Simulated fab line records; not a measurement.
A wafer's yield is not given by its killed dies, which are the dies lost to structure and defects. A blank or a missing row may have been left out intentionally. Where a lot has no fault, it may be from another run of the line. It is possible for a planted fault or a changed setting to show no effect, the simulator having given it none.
A struck lot beside a sound one ; flow n5Finfet ; 31 steps out of a route of 1938
Sound: these wafers, L205.1, L205.5, L205.6. Struck: wafers L196.3, L196.4, L196.5. The cause comes at the end.
At each step with rows: each side's tool, then ch and its chambers, then its first start. Under that, the readings that differ: sound wafers ; struck wafers ; difference of the means ; sigmas: that difference in standard deviations of wafers without a fault.
alike: readings whose means differ by less than 2 such deviations, and words and numbers that are the same on both sides. not compared: withheld readings, readings that some wafer has no value for, bounds like >300 that may hide the same value, and numbers for which the record gives no deviation and whose values overlap.
The two part at a step that has a row with sigmas, a row that says differs or no value, or rows on one side only. Numbers that have no deviation but don't overlap get no sigmas and don't part them. A reading missing from all wafers of one side parts the sides only when that side holds two or more wafers.

first, 9 steps without rows for these wafers: N5_MOL_CONTACT_COAG_PRECLEAN_125 (cleans in DIW, time 57.5 s); N5_MOL_CONTACT_COAG_SRD_126 (dry time 32 s); N5_MOL_CONTACT_COAG_CMP_23 (polishes, stops on SiO2, t overpolish 1.5 s, target thk 0 nm); N5_MOL_CONTACT_COAG_WET_ETCH_26 (target Co, target depth 13 nm); N5_MOL_CONTACT_COAG_WET_ETCH_116 (etches the open film in SC1-inhibited, target depth 4.6 nm, rinse time 30 s); N5_MOL_CONTACT_COAG_ALD_27 (deposits SiOC, target thk 17 nm, pulse time 1.5 s, time 2720 s); N5_MOL_CONTACT_COAG_CMP_28 (polishes, stops on SiNx, t overpolish 0.85 s, target thk 14.522 nm); N5_MOL_CONTACT_COAG_ALD_123 (deposits SiNx, target thk 5 nm, pulse time 1 s, purge time 2 s); N5_MOL_CONTACT_COAG_PECVD_31 (deposits SiO2 from TEOS/O2, target thk 46 nm, time 8.9 s).
N5_MOL_CONTACT_COAG_COAT_75: time 60 s, resist thk 60 nm.
  sound on lithoTrack-05 ch 0, day 9 18:43; struck on lithoTrack-05 ch 0, day 7 12:29
reading;sound;struck;difference;sigmas
spinSpeedRpm (rpm);1498.5 1499.3 1499.5;1438.3 1437.9 1437.9;-61.1;-69
model.SOC_of_MOL_CONTACT_COAG_COAT_75.thkNm (nm);60.2 60.2 60.2;61.2 61.2 61.4;+1.1;
then, 13 steps without rows for these wafers: N5_MOL_CONTACT_COAG_COAT_76 (time 60 s, resist thk 10 nm); N5_MOL_CONTACT_COAG_COAT_77 (time 60 s, resist thk 10 nm); N5_MOL_CONTACT_COAG_COAT_78 (resist thk 40 nm); N5_MOL_CONTACT_COAG_EBR_80; N5_MOL_CONTACT_COAG_SOFTBAKE_79 (time 60 s); N5_MOL_CONTACT_COAG_EXPOSE_81 (exposes mask VG, defocus 0 nm); N5_MOL_CONTACT_COAG_PEB_82 (peb time 60 s); N5_MOL_CONTACT_COAG_DEVELOP_83 (develop time 30 s); N5_MOL_CONTACT_COAG_DESCUM_88 (chemistry O2, time 7 s); N5_MOL_CONTACT_COAG_ETCH_89 (etches underlayer in N2/H2, target depth 13 nm, time 10.4 s); N5_MOL_CONTACT_COAG_ETCH_90 (etches SiARC in CF4, target depth 13 nm, time 21.7 s); N5_MOL_CONTACT_COAG_ALD_131 (deposits SiO2, target thk 5 nm, pulse time 1 s, co reactant pulse time 1 s); N5_MOL_CONTACT_COAG_ETCHBACK_132 (etches SiO2 in CHF3, target depth 10 nm, time 6.7 s).
N5_MOL_CONTACT_COAG_ETCH_91: etches SOC in N2/H2, target depth 60 nm, overetch 21 nm, time 101.2 s.
  sound on rieDiel-02 ch 2,3, day 9 19:36; struck on rieDiel-04 ch 0,1,3, day 7 13:39
reading;sound;struck;difference;sigmas
model.etch.depthNm (nm);60.15 60.16 60.15;61.22 61.2 61.39;+1.12;
  alike: drypumpMotorCurrentA, oesProductAu, rfVppV, showerheadPlenumPTorr, throttleValvePct
  not compared: rfHoursCounterH
then, 4 steps without rows for these wafers: N5_MOL_CONTACT_COAG_STRIP_92 (strips in N2/H2); N5_MOL_CONTACT_COAG_STRIP_93 (strips in N2/H2); N5_MOL_CONTACT_COAG_ETCHBACK_135 (etches SiO2 in CHF3, target depth 25 nm, time 16.7 s); N5_MOL_CONTACT_COAG_STRIP_118 (strips in CHF3).
N5_MOL_CONTACT_COAG_VIA_ETCH_46: etches SiO2 in C4F6/O2, target depth 46 nm, overetch 9.2 nm, time 40 s.
  sound on rieDiel-02 ch 2,3, day 9 19:43; struck on rieDiel-04 ch 0,1,3, day 7 13:47
reading;sound;struck;difference;sigmas
model.SOC_of_MOL_CONTACT_COAG_COAT_75.thkNm (nm);51 51 51;51.8 52 52.2;+1.0;
  alike: drypumpMotorCurrentA, mfcArSccm, oes_f_703_au, oesProductAu, rfVppV, showerheadPlenumPTorr, throttleValvePct
  not compared: rfHoursCounterH
then, 1 step without rows for these wafers: N5_MOL_CONTACT_COAG_STRIP_96 (strips in N2/H2).
-- a jump in the record: the struck wafers' starts before and after are 3 days apart (it breaks off in module MOL_CONTACT_COAG and resumes in module BEOL_M4, where the first step shown is number 1111 of the route) --
N5_BEOL_M4_RC_MEAS_101:
  sound on prober-02 ch 0, day 12 07:05; struck on prober-02 ch 0, day 10 13:29
reading;sound;struck;difference;sigmas
DIBL_P (mV/V);35.4 36.8 34.8;39.8 38.6 39.0;+3.5;+2
  alike: DIBL_N, IOFF_N, IOFF_P, ION_N, ION_P, SS_N, SS_P, VT_N, VT_P

== WHERE THEY PART ==
Earliest at N5_MOL_CONTACT_COAG_COAT_75; latest, in this record, at N5_BEOL_M4_RC_MEAS_101.

WHY: what the simulator had put in
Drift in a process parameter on lithoTrack-05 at N5_MOL_CONTACT_COAG_COAT_75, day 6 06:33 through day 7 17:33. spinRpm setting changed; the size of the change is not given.
